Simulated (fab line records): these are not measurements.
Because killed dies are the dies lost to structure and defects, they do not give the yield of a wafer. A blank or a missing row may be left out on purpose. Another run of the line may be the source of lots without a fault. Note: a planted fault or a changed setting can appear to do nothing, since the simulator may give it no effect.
Chamber matching	flow nandHarc	rieDiel-05 running NHARC_A_CONTACT_DESCUM_47: 4 sister chambers
The step chemistry O2, time 3 s. 8 wafers are shown with their chamber, then 7 later ones without.

== WAFERS, EACH WITH ITS CHAMBER ==
wafer	chamber	showerheadPlenumPTorr (Torr)	drypumpMotorCurrentA (A)
L081.5	3	1.95	5.81
L082.1	1	1.80	6.04
L082.5	0	1.78	5.84
L088.1	2	2.02	6.09
L088.2	0	1.78	5.80
L088.3	3	1.95	5.85
L089.1	2	2.02	6.09
L089.3	1	1.79	6.05

== WAFERS WHOSE CHAMBER IS MISSING ==
wafer	showerheadPlenumPTorr (Torr)	drypumpMotorCurrentA (A)
L089.5	1.78	5.83
L092.1	1.77	5.83
L092.5	1.77	5.80
L092.6	1.79	6.04
L097.1	1.77	5.83
L097.5	1.77	5.86
L097.6	1.78	6.01

== WHICH CHAMBER EACH ONE RAN IN ==
wafer	from the rows above	in truth
L089.5	0	0
L092.1	0	0
L092.5	0	0
L092.6	1	1
L097.1	0	0
L097.5	0	0
L097.6	1	1
Correct placement for 7 of the 7. Not placeable from these rows: 0. Wrongly placed: 0.
How it was worked out, from the rows above alone: a wafer's distance from a chamber is the root of the sum, over the readings, of the square of ((its reading less the chamber's mean) divided by the reading's scatter). The wafer belongs to the nearest chamber; if the next one is less than 2 further off, it can't be placed. A chamber's mean is the mean of its shown wafers. The scatter is the square root of a quotient: the sum, over the shown wafers, of each reading's squared deviation from its chamber's mean, divided by wafers minus chambers.
